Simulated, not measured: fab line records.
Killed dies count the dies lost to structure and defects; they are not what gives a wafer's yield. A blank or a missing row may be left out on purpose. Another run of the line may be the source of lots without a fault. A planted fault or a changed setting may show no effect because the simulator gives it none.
Which tool was responsible?	flow n5 finfet	24 lots with 72 wafers sampled at 2 steps, on a route of 1938 steps

## WHAT EACH GAUGE READ, for each wafer
N5_BEOL_M8_CD_MEAS_35: the cd target is 40 nm. Usual: cd nm at 39.8 nm, with a standard deviation of 0.67.
lot	measured	on	cd nm (nm)	flag
L074	day 10 06:18	cd sem-02	40.1 40.8 39.9	
L075	day 10 12:58	cd sem-02	39.9 39.9 40.2	
L076	day 10 13:04	cd sem-01	40.9 40.6 40.8	
L077	day 10 13:17	cd sem-03	40.8 40.6 40.6	
L080	day 10 19:29	cd sem-01	38.9 39.1 39.4	
L078	day 10 19:31	cd sem-03	39.2 40.1 39.8	
L079	day 10 19:52	cd sem-01	39.6 39.6 40.0	
L081	day 11 22:05	cd sem-03	40.1 39.4 41.1	
L084	day 11 22:20	cd sem-02	39.1 40.1 38.7	
L083	day 11 22:51	cd sem-02	39.9 38.6 39.7	
L082	day 12 00:44	cd sem-03	39.8 39.6 39.9	
L086	day 13 02:14	cd sem-03	40.1 40.2 41.3	
L088	day 13 07:51	cd sem-02	39.5 39.3 38.6	
L085	day 13 09:56	cd sem-01	39.1 38.9 38.9	
L087	day 13 11:07	cd sem-01	39.3 40.5 39.4	
L090	day 13 12:52	cd sem-03	39.8 39.4 40.2	
L092	day 13 23:55	cd sem-01	39.3 40.9 40.1	
L089	day 14 01:31	cd sem-01	40.5 40.2 39.6	
L091	day 14 08:18	cd sem-01	38.8 38.4 38.6	
L093	day 15 00:55	cd sem-03	40.3 40.1 40.5	
L095	day 15 01:06	cd sem-02	40.8 40.3 40.0	
L094	day 15 01:22	cd sem-01	40.2 41.1 40.4	
L096	day 15 15:53	cd sem-02	38.4 39.5 39.0	
L097	day 16 12:11	cd sem-02	39.2 39.5 39.5	

## EACH LOT AND THE TOOL THAT RAN IT (in order: tool; ch and the chambers of the sampled wafers; start)
lot	N5_BEOL_M8_ETCH_65
L074	rie diel-01 ch 0,2, day 10 05:35
L075	rie diel-06 ch 1,2, day 10 12:26
L076	rie diel-01 ch 0,2,3, day 10 12:31
L077	rie diel-05 ch 1,3, day 10 12:44
L080	rie diel-01 ch 0,1,2, day 10 18:56
L078	rie diel-05 ch 0,1,3, day 10 18:59
L079	rie diel-01 ch 0,2, day 10 19:20
L081	rie diel-06 ch 0,1,2, day 11 21:33
L084	rie diel-01 ch 0,2,3, day 11 21:49
L083	rie diel-01 ch 0,1,3, day 11 22:19
L082	rie diel-05 ch 0,3, day 12 00:13
L086	rie diel-01 ch 0,2,3, day 13 01:42
L088	rie diel-05 ch 1,2, day 13 07:19
L085	rie diel-05 ch 1,2, day 13 09:24
L087	rie diel-01 ch 0,2,3, day 13 10:35
L090	rie diel-06 ch 0,1,3, day 13 12:20
L092	rie diel-05 ch 0,2, day 13 23:23
L089	rie diel-05 ch 0,1,2, day 14 00:59
L091	rie diel-06 ch 0,2, day 14 07:46
L093	rie diel-01 ch 0,2, day 15 00:23
L095	rie diel-06 ch 1,2, day 15 00:34
L094	rie diel-05 ch 0,1, day 15 00:49
L096	rie diel-05 ch 2,3, day 15 15:22
L097	rie diel-06 ch 2,3, day 16 11:38
- N5_BEOL_M8_ETCH_65: etches SiARC in CF4, target depth 15.6 nm, time 26 s.

## WHAT THE TOOLS THEMSELVES READ (means of the sampled wafers that have a number; where no wafer has one, the mark that the record gives instead)
N5_BEOL_M8_ETCH_65. Usual: drypump motor current A 5.9 A, standard deviation 0.56; etch rf on time s 25.9 s, standard deviation 0.67; oes product au 0.68 a.u., standard deviation 0.083; rf vpp V 184.0 V, standard deviation 1.1; showerhead plenum p Torr 2.13 Torr, standard deviation 0.073; throttle valve pct 15.54 %, standard deviation 0.26.
lot	tool	drypump motor current A (A)	etch rf on time s (s)	oes product au (a.u.)	rf vpp V (V)	showerhead plenum p Torr (Torr)	throttle valve pct (%)	flag
L074	rie diel-01	6.5	26.1	0.69	184.3	2.18	15.45	
L075	rie diel-06	5.5	26.5	0.73	183.4	2.11	15.27	
L076	rie diel-01	6.3	25.6	0.75	184.6	2.19	15.32	
L077	rie diel-05	6.2	25.6	0.67	184.4	2.06	15.70	
L080	rie diel-01	6.1	25.8	0.68	184.8	2.17	15.54	
L078	rie diel-05	6.0	26.4	0.62	182.2	2.10	15.75	
L079	rie diel-01	6.5	26.3	0.68	184.1	2.18	15.44	
L081	rie diel-06	5.8	26.5	0.68	184.0	2.10	15.46	
L084	rie diel-01	6.3	25.2	0.74	183.7	2.19	15.35	
L083	rie diel-01	5.8	25.6	0.73	184.3	2.18	15.42	
L082	rie diel-05	5.8	26.7	0.57	183.8	2.13	15.81	
L086	rie diel-01	6.3	25.8	0.72	184.5	2.19	15.37	
L088	rie diel-05	5.7	25.8	0.66	184.5	2.12	15.65	
L085	rie diel-05	5.7	26.3	0.65	183.9	2.12	15.67	
L087	rie diel-01	6.3	25.9	0.72	184.6	2.18	15.37	
L090	rie diel-06	5.7	26.3	0.65	183.0	2.08	15.57	
L092	rie diel-05	5.5	25.9	0.69	184.9	2.15	15.54	
L089	rie diel-05	5.6	25.5	0.71	183.7	2.13	15.54	
L091	rie diel-06	5.7	26.5	0.64	183.1	2.05	15.54	
L093	rie diel-01	6.5	25.8	0.66	184.3	2.16	15.52	
L095	rie diel-06	5.6	26.7	0.70	184.3	2.13	15.31	
L094	rie diel-05	5.5	25.1	0.75	184.4	2.14	15.44	
L096	rie diel-05	6.3	25.4	0.78	185.2	2.23	15.49	
L097	rie diel-06	5.1	26.3	0.63	183.5	2.05	15.47	

## THE ANSWER, worked out from the rows above alone
Rule: take the mean of a lot's wafers that have a number; if it is more than 3 standard deviations from the usual mean, the lot is off. Also off: a lot with no number at a reading for which 4 or more lots have one. Any other lot the step has rows for is counted as sound. Order of review: gauges by route order, followed by the tools' own readings, for which a lot's mean as printed above is used. At the first step where some lot is off, the reading lying furthest off is the one used; lots without a number count as furthest.
No lot is off on any of the readings shown, so nothing can be concluded from this.

## WHAT WAS PUT IN BY THE SIMULATOR
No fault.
